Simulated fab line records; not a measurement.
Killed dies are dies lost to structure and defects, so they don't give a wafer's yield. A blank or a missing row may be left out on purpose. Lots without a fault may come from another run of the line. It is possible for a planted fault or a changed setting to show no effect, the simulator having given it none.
fab line records	flow nand-harc
[record] lots = 6	wafers = 18	last-day = 33
route steps=1302 shown A_CONTACT@1075 END@1302
lots that met no fault: from a run of the same line without faults
start-h: start of the lot's first displayed wafer, in hours after the record's first day	wait-h: hours since the lot's step before	" same as the row above	L1.1+2: a row that stands for several wafers	- no value, or no start was given	* or withheld: withheld	< > ~ a bound
route shown NAME@n: names a module that has steps shown in the file, with the first one's number in the route	usual: mean/standard deviation taken from wafers without a fault	same: alike in all rows	chamber/n: place in a boat	sites: per-site readings	_std_site: standard deviation of those values	_edge_site: outer sites' mean less inner sites'	radius-mm: for every site, how far away it sits from the centre of the wafer	mask NAME#n: copy n	behind: the most recent tool/chamber to have shaped the wafer	hold: why the lot was held/for how many hours/how that ended	device: whichever transistor did not switch (one of n, p or np)	end of line: tests of these same wafers at the route's end	a step with no rows: only its recipe	killed: count of dies lost to structure and defects at first sort (not the wafer's yield)	map: per-die view of a wafer (x killed, . not killed, _ where there is no die)
set.NAME: the run value of the setting; set.NAME@STEP: its run value at that earlier step	model.NAME: the simulator's own value behind a step, which no gauge read
lots seen at some steps along the route; tables by step, rows by wafer
services: a tool's chamber out of use, with start hour (start-h, from the record's first day; less than 0 if before it), hours out, and reason
[[steps]]
[step NHARC_A_CONTACT_EXPOSE_05]
[recipe] na = 1.35	sigma-outer = 0.8	dose-mj = 84.24	mask-id = A_CC
[step NHARC_A_CONTACT_PEB_06]
[recipe] peb-temp-c = 100	peb-time-s = 65
[step NHARC_A_CONTACT_DEVELOP_07]
[recipe] develop-time-s = 35	dev-temp-c = 23
[step NHARC_A_CONTACT_CD_MEAS_08]
[recipe] target-cd-nm = 200	landing-energy-ev = 500
[usual] cd-nm = 199.7/0.71
lot.wafer	tool	chamber	start-h	wait-h	cd-nm
L433.1	cd-sem-02	0	573.18	-	200.6
L433.2	"	0	"	"	200.4
L433.6	"	0	"	"	199.8
L437.3	cd-sem-01	0	607.92	-	200.3
L437.4	"	0	"	"	200.0
L437.5	"	0	"	"	200.3
L438.2	cd-sem-01	0	625.51	-	200.9
L438.3	"	0	"	"	200.4
L438.4	"	0	"	"	201.2
L444.1	cd-sem-02	0	666.06	-	199.8
L444.5	"	0	"	"	200.1
L444.6	"	0	"	"	199.7
L449.1	cd-sem-03	0	732.74	-	198.9
L449.2	"	0	"	"	199.4
L449.4	"	0	"	"	199.5
L450.3	cd-sem-03	0	734.47	-	200.3
L450.4	"	0	"	"	200.9
L450.6	"	0	"	"	199.9
[step NHARC_A_CONTACT_OVL_MEAS_09]
[usual] overlay-x-nm = 0.1/1.1	overlay-y-nm = 0.0/0.94
lot.wafer	tool	chamber	start-h	wait-h	overlay-x-nm	overlay-y-nm
L433.1	overlay-02	-	573.27	-	-1.0	0.1
L433.2	"	-	"	"	-0.7	-0.2
L433.6	"	-	"	"	-0.9	0.0
L437.3	overlay-02	-	608.01	-	-0.8	-0.2
L437.4	"	-	"	"	-1.3	0.1
L437.5	"	-	"	"	-0.7	-0.1
L438.2	overlay-01	-	625.60	-	0.6	-1.1
L438.3	"	-	"	"	0.7	-0.6
L438.4	"	-	"	"	1.0	-1.1
L444.1	overlay-01	-	666.14	-	1.2	-0.3
L444.5	"	-	"	"	1.6	-0.4
L444.6	"	-	"	"	1.6	-0.4
L449.1	overlay-02	-	732.83	-	-0.3	0.2
L449.2	"	-	"	"	0.0	1.3
L449.4	"	-	"	"	0.1	0.6
L450.3	overlay-01	-	734.56	-	-0.7	-0.4
L450.4	"	-	"	"	-0.6	-0.3
L450.6	"	-	"	"	-0.6	-0.2
[step NHARC_A_CONTACT_INSPECT_10]
[usual] raw-defect-count = 81/42
lot.wafer	tool	chamber	start-h	wait-h	raw-defect-count
L433.1	defect-inspect-02	-	573.31	0.0	75
L433.2	"	-	"	"	58
L433.6	"	-	"	"	78
L437.3	defect-inspect-01	-	608.04	0.0	76
L437.4	"	-	"	"	82
L437.5	"	-	"	"	93
L438.2	defect-inspect-02	-	625.63	0.0	51
L438.3	"	-	"	"	61
L438.4	"	-	"	"	70
L444.1	defect-inspect-02	-	666.18	0.0	89
L444.5	"	-	"	"	122
L444.6	"	-	"	"	108
L449.1	defect-inspect-01	-	732.87	0.0	103
L449.2	"	-	"	"	125
L449.4	"	-	"	"	114
L450.3	defect-inspect-01	-	734.59	0.0	16
L450.4	"	-	"	"	21
L450.6	"	-	"	"	16
[step NHARC_A_CONTACT_DESCUM_13]
[recipe] time-s = 3	o2-flow-sccm = 200	ar-flow-sccm = 0	bias-power-w = 0	chemistry = O2
[usual] drypump-motor-current-A = 5.8/0.42	mfc-ar-sccm = 0.008/0.011	oes-product-au = 0.996/0.015	rf-vpp-V = 57.7/0.88	showerhead-plenum-p-Torr = 1.86/0.058	throttle-valve-pct = 11.311/0.0087
lot.wafer	tool	chamber	start-h	wait-h	drypump-motor-current-A	mfc-ar-sccm	oes-product-au	rf-hours-counter-h	rf-vpp-V	showerhead-plenum-p-Torr	throttle-valve-pct
L433.1	rie-diel-06	0	573.37	0.1	6.1	0	0.989	12	57.9	1.82	11.304
L433.2	"	1	"	"	4.9	0.030	0.973	12	57.2	1.86	11.309
L433.6	"	0	"	"	6.1	0	0.986	-	57.2	1.82	11.308
L437.4	rie-diel-06	2	608.11	0.1	5.8	0	0.984	13	57.3	1.83	11.310
L437.3	"	3	"	"	5.8	0	0.985	19	58.5	1.88	11.311
L437.5	"	2	"	"	5.8	0	0.981	-	58.0	1.83	11.309
L438.2	rie-diel-06	2	625.69	0.1	5.8	0	0.978	15	57.1	1.83	11.300
L438.3	"	0	"	"	6.1	0	0.998	22	58.1	1.82	11.312
L438.4	"	1	"	"	4.8	0.030	0.990	21	56.3	1.86	11.300
L444.1	rie-diel-01	2	666.25	0.1	5.9	0	1.001	32	57.7	1.85	11.299
L444.5	"	2	"	"	5.9	0	1.003	-	56.8	1.85	11.306
L444.6	"	3	"	"	6.3	0	1.005	-	58.3	1.77	11.313
L449.4	rie-diel-06	2	732.93	0.1	5.9	0	1.005	10	57.2	1.83	11.321
L449.2	"	3	"	"	5.9	0	0.999	9	57.7	1.88	11.305
L449.1	"	0	"	"	6.1	0	1.003	9	58.7	1.81	11.310
L450.4	rie-diel-06	3	734.65	0.1	5.8	0	0.988	9	58.2	1.88	11.307
L450.3	"	2	"	"	5.8	0	0.996	10	57.4	1.83	11.323
L450.6	"	0	"	"	6.1	0	0.999	-	56.8	1.81	11.318
[step NHARC_A_CONTACT_ETCH_88]
[recipe] target-depth-a = 390	over-etch-frac = 0.3	time-s = 65	ion-energy-ev = 80	cf4-flow-sccm = 150	ar-flow-sccm = 0	rf-w = 300	bias-w = 100	chemistry = CF4
[usual] bias-w = 100.1/0.3	cf4-flow-sccm = 150.0/0.4	drypump-motor-current-A = 5.8/0.43	mfc-ar-sccm = 0.008/0.012	oes-product-au = 0.994/0.014	rf-vpp-V = 150.6/1.1	showerhead-plenum-p-Torr = 1.73/0.05	throttle-valve-pct = 13.284/0.0094
lot.wafer	tool	chamber	start-h	wait-h	bias-w	cf4-flow-sccm	drypump-motor-current-A	mfc-ar-sccm	oes-product-au	rf-hours-counter-h	rf-vpp-V	showerhead-plenum-p-Torr	throttle-valve-pct
L433.2	rie-diel-06	1	573.48	0.1	99.8	150.1	4.8	0.030	0.971	12	150.6	1.72	13.269
L433.1	"	3	"	"	100.2	150.3	5.9	0	0.996	12	151.3	1.75	13.296
L433.6	"	1	"	"	99.8	150.2	4.8	0.030	0.979	-	150.8	1.72	13.295
L437.3	rie-diel-06	1	608.19	0.1	99.9	149.8	4.8	0.030	0.985	19	149.5	1.72	13.285
L437.4	"	3	"	"	100.2	149.6	5.9	0	0.975	19	150.5	1.74	13.281
L437.5	"	1	"	"	100.1	149.9	4.8	0.030	0.988	-	150.1	1.72	13.276
L438.3	rie-diel-06	0	625.78	0.1	99.9	150.0	6.1	0	0.981	22	149.3	1.69	13.293
L438.4	"	2	"	"	100.2	149.9	5.8	0	0.975	15	150.9	1.70	13.285
L438.2	"	3	"	"	100.4	149.2	5.9	0	0.987	21	151.1	1.74	13.269
L444.1	rie-diel-01	2	666.35	0.1	100.3	149.9	5.9	0	0.996	32	150.6	1.72	13.274
L444.5	"	1	"	"	100.2	150.0	5.7	0.010	1.017	-	151.3	1.80	13.287
L444.6	"	2	"	"	100.1	150.1	5.9	0	0.993	-	150.9	1.72	13.279
L449.2	rie-diel-06	1	733.01	0.1	100.1	149.5	4.9	0.030	0.989	7	149.8	1.72	13.278
L449.1	"	2	"	"	99.8	149.2	5.8	0	1.003	10	149.5	1.69	13.292
L449.4	"	0	"	"	100.5	149.9	6.1	0	1.000	9	149.1	1.68	13.301
L450.4	rie-diel-06	3	734.74	0.1	100.4	150.1	5.9	0	0.988	9	150.8	1.74	13.282
L450.3	"	0	"	"	100.0	149.9	6.1	0	1.010	9	150.2	1.68	13.286
L450.6	"	3	"	"	99.8	150.1	5.8	0	0.987	-	151.6	1.74	13.286
[step NHARC_A_CONTACT_ETCH_89]
[recipe] target-depth-a = 2600	over-etch-frac = 0.3	time-s = 475.3	ion-energy-ev = 200	n2-flow-sccm = 150	h2-flow-sccm = 150	ar-flow-sccm = 0	rf-w = 400	bias-w = 150	chemistry = N2/H2
[usual] bias-w = 150.0/0.48	chamber-pressure-mTorr = 29.998/0.027	drypump-motor-current-A = 5.8/0.44	mfc-ar-sccm = 0.008/0.012	oes-product-au = 0.994/0.015	rf-vpp-V = 428.9/2	showerhead-plenum-p-Torr = 1.99/0.064	throttle-valve-pct = 14.173/0.0092
lot.wafer	tool	chamber	start-h	wait-h	bias-w	chamber-pressure-mTorr	drypump-motor-current-A	mfc-ar-sccm	oes-product-au	rf-hours-counter-h	rf-vpp-V	showerhead-plenum-p-Torr	throttle-valve-pct
L433.1	rie-diel-06	3	-	-	150.4	29.986	5.9	0	0.976	12	428.9	2.01	14.183
L433.2	"	0	"	"	149.5	30.026	6.1	0	0.986	12	428.3	1.94	14.166
L433.6	"	1	"	"	149.5	29.981	4.8	0.030	0.975	-	429.3	1.98	14.170
L437.4	rie-diel-06	2	-	-	150.0	29.987	5.9	0	0.965	13	429.1	1.95	14.185
L437.3	"	3	"	"	149.8	29.982	5.9	0	0.983	19	429.3	2.01	14.178
L437.5	"	0	"	"	150.3	30.026	6.1	0	0.989	-	426.6	1.93	14.175
L438.3	rie-diel-06	0	-	-	150.2	29.969	6.2	0	0.987	22	427.7	1.93	14.172
L438.4	"	1	"	"	150.3	29.953	4.8	0.030	0.985	21	428.1	1.98	14.175
L438.2	"	3	"	"	149.4	30.013	5.9	0	0.987	21	428.8	2.01	14.167
L444.1	rie-diel-01	3	-	-	149.0	29.983	6.3	0	1.015	38	426.1	1.89	14.173
L444.6	"	1	"	"	150.6	30.018	5.7	0.010	1.025	-	430.0	2.08	14.169
L444.5	"	2	"	"	149.6	29.997	5.9	0	0.990	-	428.9	1.97	14.172
L449.1	rie-diel-06	3	-	-	150.6	30.002	5.9	0	0.985	9	428.7	2.00	14.173
L449.4	"	1	"	"	149.6	30.002	4.9	0.030	0.991	7	427.0	1.97	14.169
L449.2	"	2	"	"	150.7	29.957	5.8	0	0.997	10	427.0	1.95	14.166
L450.3	rie-diel-06	2	-	-	150.2	29.999	5.8	0	0.994	10	427.6	1.94	14.174
L450.4	"	0	"	"	150.0	29.976	6.1	0	1.002	10	426.7	1.93	14.164
L450.6	"	3	"	"	150.4	30.027	5.9	0	0.985	-	429.9	2.00	14.159
[step NHARC_A_CONTACT_ETCH_30]
[recipe] target-depth-a = 726	time-s = 36.3	cf4-flow-sccm = 100	chf3-flow-sccm = 30	ar-flow-sccm = 0	rf-w = 500	bias-w = 200	chemistry = CF4/CHF3
[usual] bias-w = 200.0/0.62	cf4-flow-sccm = 100.01/0.3	drypump-motor-current-A = 5.8/0.45	mfc-ar-sccm = 0.008/0.012	oes-product-au = 0.928/0.02	rf-vpp-V = 369.1/1.7	showerhead-plenum-p-Torr = 1.53/0.044	throttle-valve-pct = 16.803/0.0099
lot.wafer	tool	chamber	start-h	wait-h	bias-w	cf4-flow-sccm	drypump-motor-current-A	mfc-ar-sccm	oes-product-au	rf-hours-counter-h	rf-vpp-V	showerhead-plenum-p-Torr	throttle-valve-pct
L433.1	rie-diel-06	1	-	-	200.1	100.28	4.8	0.030	0.901	13	370.1	1.53	16.795
L433.2	"	3	"	"	199.4	100.30	5.9	0	0.909	12	369.0	1.55	16.805
L433.6	"	0	"	"	199.3	99.81	6.1	0	0.919	-	368.2	1.50	16.810
L437.3	rie-diel-06	1	-	-	199.1	100.85	4.8	0.030	0.940	19	369.4	1.53	16.797
L437.4	"	0	"	"	198.8	100.31	6.1	0	0.968	20	367.6	1.50	16.816
L437.5	"	1	"	"	200.5	100.05	4.8	0.030	0.948	-	368.2	1.53	16.809
L438.4	rie-diel-06	3	-	-	200.1	99.90	5.9	0	0.922	21	369.3	1.55	16.801
L438.3	"	0	"	"	199.7	100.26	6.1	0	0.928	22	369.3	1.50	16.799
L438.2	"	1	"	"	199.1	100.31	4.8	0.030	0.920	21	369.4	1.53	16.800
L444.1	rie-diel-01	2	-	-	199.4	100.34	5.9	0	0.917	32	369.2	1.53	16.793
L444.5	"	2	"	"	200.2	100.10	5.9	0	0.926	-	369.6	1.53	16.806
L444.6	"	3	"	"	199.5	99.83	6.4	0	0.925	-	367.1	1.46	16.816
L449.1	rie-diel-06	1	-	-	200.1	99.49	4.8	0.030	0.924	7	369.4	1.53	16.803
L449.4	"	2	"	"	200.1	99.94	5.8	0	0.925	10	366.8	1.51	16.799
L449.2	"	0	"	"	200.5	100.90	6.2	0	0.930	9	367.0	1.49	16.813
L450.4	rie-diel-06	0	-	-	199.0	100.13	6.1	0	0.944	10	367.2	1.49	16.820
L450.3	"	3	"	"	200.3	100.33	5.9	0	0.917	10	370.9	1.55	16.800
L450.6	"	1	"	"	200.2	99.94	4.8	0.030	0.913	-	368.2	1.53	16.781
[step NHARC_A_CONTACT_ETCH_31]
[recipe] target-depth-a = 28000	over-etch-frac = 0.3	time-s = 728	ion-energy-ev = 150	o2-flow-sccm = 400	cos-flow-sccm = 20	ar-flow-sccm = 0	rf-w = 500	bias-w = 300	chemistry = O2/COS
[usual] bias-w = 300.0/0.89	chamber-pressure-mTorr = 20.000/0.017	drypump-motor-current-A = 5.8/0.43	mfc-ar-sccm = 0.008/0.012	oes-product-au = 0.995/0.014	rf-vpp-V = 313.0/1.7	showerhead-plenum-p-Torr = 3.04/0.089	throttle-valve-pct = 28.330/0.0088
lot.wafer	tool	chamber	start-h	wait-h	bias-w	chamber-pressure-mTorr	drypump-motor-current-A	mfc-ar-sccm	oes-product-au	rf-hours-counter-h	rf-vpp-V	showerhead-plenum-p-Torr	throttle-valve-pct
L433.2	rie-diel-06	1	-	-	299.3	20.035	4.9	0.030	0.974	13	313.0	3.04	28.336
L433.1	"	3	"	"	299.4	20.002	5.9	0	0.979	12	313.3	3.08	28.337
L433.6	"	1	"	"	298.5	20.023	4.8	0.030	0.965	-	312.3	3.04	28.326
L437.4	rie-diel-06	0	-	-	298.9	20.032	6.2	0	0.992	20	312.0	2.97	28.320
L437.3	"	1	"	"	298.0	19.988	4.8	0.030	0.982	19	313.2	3.04	28.326
L437.5	"	0	"	"	299.7	20.011	6.2	0	0.984	-	311.6	2.97	28.326
L438.4	rie-diel-06	3	-	-	300.1	19.986	5.9	0	0.991	21	313.5	3.08	28.320
L438.2	"	0	"	"	299.3	20.016	6.2	0	0.995	22	311.7	2.97	28.329
L438.3	"	1	"	"	298.8	20.003	4.9	0.030	1.003	21	313.2	3.04	28.324
L444.1	rie-diel-01	2	-	-	300.5	20.026	5.9	0	0.999	33	311.4	3.03	28.333
L444.5	"	3	"	"	299.5	19.993	6.3	0	1.010	-	309.8	2.90	28.311
L444.6	"	2	"	"	300.1	20.003	6.0	0	1.002	-	312.8	3.03	28.333
L449.1	rie-diel-06	1	-	-	299.8	20.008	4.9	0.030	0.994	7	312.1	3.03	28.329
L449.2	"	2	"	"	300.1	20.007	5.8	0	1.000	10	314.1	2.99	28.314
L449.4	"	3	"	"	300.0	19.939	5.9	0	0.989	9	312.9	3.07	28.339
L450.3	rie-diel-06	0	-	-	300.6	20.009	6.1	0	0.999	10	311.4	2.96	28.344
L450.4	"	1	"	"	298.9	20.016	4.9	0.030	0.987	8	311.7	3.03	28.328
L450.6	"	0	"	"	300.2	20.013	6.1	0	1.007	-	311.2	2.96	28.330
[step NHARC_A_CONTACT_ETCH_134]
[recipe] source-w = withheld	pressure-mtorr = 20	bias-v = withheld	time-s = 140	target-depth-a = 7000	ar-flow-sccm = withheld	c4f8-flow-sccm = withheld	o2-flow-sccm = withheld	chemistry = C4F8/O2/Ar
[step NHARC_A_CONTACT_ETCH_135]
[recipe] source-w = withheld	pressure-mtorr = 20	bias-v = 1200	time-s = 311	target-depth-a = 19120	ar-flow-sccm = withheld	c4f8-flow-sccm = withheld	o2-flow-sccm = withheld	chemistry = C4F8/O2/Ar
[usual] chamber-pressure-mTorr = 20.001/0.017	oes-air-line-au = 1.004/0.021
lot.wafer	tool	chamber	start-h	wait-h	chamber-pressure-mTorr	oes-air-line-au	rf-hours-counter-h
L433.1	har-cap-etch-03	0	575.23	0.2	20.043	1.027	51
L433.2	"	1	"	"	19.973	1.035	51
L433.6	"	1	"	"	20.020	1.029	-
L437.3	har-cap-etch-02	0	609.52	0.2	-	-	-
L437.4	"	1	"	"	-	-	-
L437.5	"	1	"	"	-	-	-
L438.2	har-cap-etch-02	1	627.01	0.2	-	-	-
L438.3	"	1	"	"	-	-	-
L438.4	"	0	"	"	-	-	-
L444.1	har-cap-etch-01	1	667.79	0.2	19.998	1.016	27
L444.5	"	1	"	"	19.985	1.031	-
L444.6	"	0	"	"	20.008	1.025	-
L449.2	har-cap-etch-02	1	734.25	0.2	20.006	0.979	124
L449.1	"	0	"	"	19.996	1.009	124
L449.4	"	0	"	"	19.993	1.021	-
L450.4	har-cap-etch-03	0	736.07	0.2	20.012	0.992	-
L450.3	"	1	"	"	20.007	1.054	-
L450.6	"	0	"	"	20.006	1.005	-
[step NHARC_A_CONTACT_ETCH_136]
[recipe] source-w = withheld	pressure-mtorr = 20	bias-v = 1200	time-s = 311	target-depth-a = 19120	ar-flow-sccm = withheld	c4f8-flow-sccm = withheld	o2-flow-sccm = withheld	chemistry = C4F8/O2/Ar
[step NHARC_END_SORT_01]
[recipe] temp-c = 25
[usual] killed-at-array = 54/21	killed-at-other = 0.9/1.1	killed-at-periphery = 3.5/2.5	killed-dies = 58/21	killed-open = 3.3/1.9	killed-short = 2.6/1.8
[same] gross-dies = 677
lot.wafer	tool	chamber	start-h	wait-h	killed-at-array	killed-at-other	killed-at-periphery	killed-dies	killed-open	killed-short
L437.3	prober-02	0	661.53	3.1	675	0	2	677	6	0
L437.4	prober-02	0	662.32	3.4	674	0	3	677	2	4
L437.5	prober-02	0	663.12	3.7	675	0	2	677	3	0
L438.2	prober-01	0	675.24	2.8	676	0	1	677	3	0
L438.3	prober-01	0	676.04	3.1	676	0	1	677	1	1
L438.4	prober-01	0	676.85	3.4	673	0	4	677	6	3
// killed by level:class
L437.3 A_CONTACT:area-etch=611 A_CHANNEL_HOLE_D1:chamber-film-flake=35 A_CHANNEL_HOLE_D2:chamber-film-flake=15 A_CONTACT:chamber-film-flake=4 A_DECK1_JOINT:geometric-particle:open=2 A_STAIRCASE:chamber-film-flake=2 A_CHANNEL_HOLE_D1:geometric-particle:open=1 A_ONON_D2:geometric-particle:open=1
L437.4 A_CONTACT:area-etch=611 A_CHANNEL_HOLE_D1:chamber-film-flake=35 A_CHANNEL_HOLE_D2:chamber-film-flake=17 A_STAIRCASE:chamber-film-flake=3 A_BLC:geometric-particle:open=2 A_CONTACT:chamber-film-flake=2 A_BLC:chamber-film-flake=2 P_M0:geometric-particle:short=1
L437.5 A_CONTACT:area-etch=611 A_CHANNEL_HOLE_D1:chamber-film-flake=31 A_CHANNEL_HOLE_D2:chamber-film-flake=20 A_WL_FILL:chamber-film-flake=4 A_BLC:chamber-film-flake=2 A_DECK1_JOINT:geometric-particle:open=1 A_SLIT:geometric-particle:open=1 A_BONDPAD:geometric-particle:open=1
L438.2 A_CONTACT:area-etch=638 A_CHANNEL_HOLE_D1:chamber-film-flake=28 A_CONTACT:chamber-film-flake=4 A_CHANNEL_FILL_D2:geometric-particle:open=1 A_BLC:geometric-particle:open=1 A_M0:geometric-particle:open=1 P_ZERO_WELL:chamber-film-flake=1 A_ZERO_WELL:chamber-film-flake=1
L438.3 A_CONTACT:area-etch=636 A_CHANNEL_HOLE_D1:chamber-film-flake=35 A_CONTACT:chamber-film-flake=2 P_GATE:geometric-particle:short=1 A_BLC:geometric-particle:open=1 A_DECK1_JOINT:chamber-film-flake=1 A_STAIRCASE:chamber-film-flake=1
L438.4 A_CONTACT:area-etch=623 A_CHANNEL_HOLE_D1:chamber-film-flake=33 A_CONTACT:chamber-film-flake=6 A_STAIRCASE:chamber-film-flake=3 P_CONTACT:geometric-particle:open=2 A_CHANNEL_FILL_D1:geometric-particle:open=2 A_ONON_D2:geometric-particle:open=2 P_ZERO_WELL:chamber-film-flake=2
// map L437.3 (x killed, . not)
____________x____________
_________xxxxxxx_________
_______xxxxxxxxxxx_______
______xxxxxxxxxxxxx______
_____xxxxxxxxxxxxxxx_____
____xxxxxxxxxxxxxxxxx____
____xxxxxxxxxxxxxxxxx____
___xxxxxxxxxxxxxxxxxxx___
___xxxxxxxxxxxxxxxxxxx___
__xxxxxxxxxxxxxxxxxxxxx__
__xxxxxxxxxxxxxxxxxxxxx__
_xxxxxxxxxxxxxxxxxxxxxxx_
_xxxxxxxxxxxxxxxxxxxxxxx_
_xxxxxxxxxxxxxxxxxxxxxxx_
_xxxxxxxxxxxxxxxxxxxxxxx_
_xxxxxxxxxxxxxxxxxxxxxxx_
xxxxxxxxxxxxxxxxxxxxxxxxx
xxxxxxxxxxxxxxxxxxxxxxxxx
xxxxxxxxxxxxxxxxxxxxxxxxx
xxxxxxxxxxxxxxxxxxxxxxxxx
xxxxxxxxxxxxxxxxxxxxxxxxx
_xxxxxxxxxxxxxxxxxxxxxxx_
_xxxxxxxxxxxxxxxxxxxxxxx_
_xxxxxxxxxxxxxxxxxxxxxxx_
_xxxxxxxxxxxxxxxxxxxxxxx_
_xxxxxxxxxxxxxxxxxxxxxxx_
__xxxxxxxxxxxxxxxxxxxxx__
__xxxxxxxxxxxxxxxxxxxxx__
___xxxxxxxxxxxxxxxxxxx___
___xxxxxxxxxxxxxxxxxxx___
____xxxxxxxxxxxxxxxxx____
____xxxxxxxxxxxxxxxxx____
_____xxxxxxxxxxxxxxx_____
______xxxxxxxxxxxxx______
_______xxxxxxxxxxx_______
_________xxxxxxx_________
____________x____________
// map L438.2 (x killed, . not)
____________x____________
_________xxxxxxx_________
_______xxxxxxxxxxx_______
______xxxxxxxxxxxxx______
_____xxxxxxxxxxxxxxx_____
____xxxxxxxxxxxxxxxxx____
____xxxxxxxxxxxxxxxxx____
___xxxxxxxxxxxxxxxxxxx___
___xxxxxxxxxxxxxxxxxxx___
__xxxxxxxxxxxxxxxxxxxxx__
__xxxxxxxxxxxxxxxxxxxxx__
_xxxxxxxxxxxxxxxxxxxxxxx_
_xxxxxxxxxxxxxxxxxxxxxxx_
_xxxxxxxxxxxxxxxxxxxxxxx_
_xxxxxxxxxxxxxxxxxxxxxxx_
_xxxxxxxxxxxxxxxxxxxxxxx_
xxxxxxxxxxxxxxxxxxxxxxxxx
xxxxxxxxxxxxxxxxxxxxxxxxx
xxxxxxxxxxxxxxxxxxxxxxxxx
xxxxxxxxxxxxxxxxxxxxxxxxx
xxxxxxxxxxxxxxxxxxxxxxxxx
_xxxxxxxxxxxxxxxxxxxxxxx_
_xxxxxxxxxxxxxxxxxxxxxxx_
_xxxxxxxxxxxxxxxxxxxxxxx_
_xxxxxxxxxxxxxxxxxxxxxxx_
_xxxxxxxxxxxxxxxxxxxxxxx_
__xxxxxxxxxxxxxxxxxxxxx__
__xxxxxxxxxxxxxxxxxxxxx__
___xxxxxxxxxxxxxxxxxxx___
___xxxxxxxxxxxxxxxxxxx___
____xxxxxxxxxxxxxxxxx____
____xxxxxxxxxxxxxxxxx____
_____xxxxxxxxxxxxxxx_____
______xxxxxxxxxxxxx______
_______xxxxxxxxxxx_______
_________xxxxxxx_________
____________x____________
[[services]]
tool	chamber	start-h	hours	kind
rie-diel-01	-	557.83	9.0	pm
rie-diel-06	0	566.78	-	clean
rie-diel-06	1	566.78	-	clean
rie-diel-06	2	566.78	-	clean
rie-diel-06	3	566.78	-	clean
rie-diel-01	2	573.91	10.4	repair
rie-diel-06	0	591.28	-	clean
rie-diel-06	1	591.28	-	clean
rie-diel-06	2	591.28	-	clean
rie-diel-06	3	591.28	-	clean
rie-diel-06	0	615.78	-	clean
rie-diel-06	1	615.78	-	clean
rie-diel-06	2	615.78	-	clean
rie-diel-06	3	615.78	-	clean
rie-diel-01	0	630.12	3.1	repair
har-cap-etch-03	-	632.38	0.8	repair
har-cap-etch-01	-	638.77	0.6	repair
rie-diel-06	0	640.34	-	clean
har-cap-etch-03	-	642.38	2.3	repair
rie-diel-06	-	660.48	0.3	repair
rie-diel-06	-	661.31	9.0	pm
rie-diel-01	0	665.61	2.4	repair
rie-diel-06	1	670.89	15.1	repair
rie-diel-01	-	734.83	9.0	pm
[[key]]
[first-sign] step = NHARC_A_CONTACT_ETCH_135	reading = tool-record	direction = missing
[effect] step = NHARC_END_SORT_01	reading = killed-at-array	direction = up	sigmas = 29	usual = 54	struck = 675
[more-kills-born-at] NHARC_A_CONTACT_ETCH_135@har-cap-etch-02 = 3730
met-at NHARC_A_CONTACT_ETCH_135
struck-wafers L437.3,L437.4,L437.5,L438.2,L438.3,L438.4
later-rows-left-out L437.3,L437.4,L437.5,L438.2,L438.3,L438.4
tester-left-out L437,L438
[fault] kind = skipped-step-whole	tool = har-cap-etch-02	chamber = -	onset-h = 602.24	steps = NHARC_A_CONTACT_ETCH_135	scope = struck-lots-only
// tester-left-out: of these lots the tester's yield and bins aren't shown, on N5 and GAA mostly nor the transistor test; their killed dies are dies lost to structure and defects alone, not to doping, threshold or leakage, so they don't give the yield
// later-rows-left-out: the simulator's readings of these wafers behind a module that went badly wrong aren't trusted and aren't shown, but for the sort
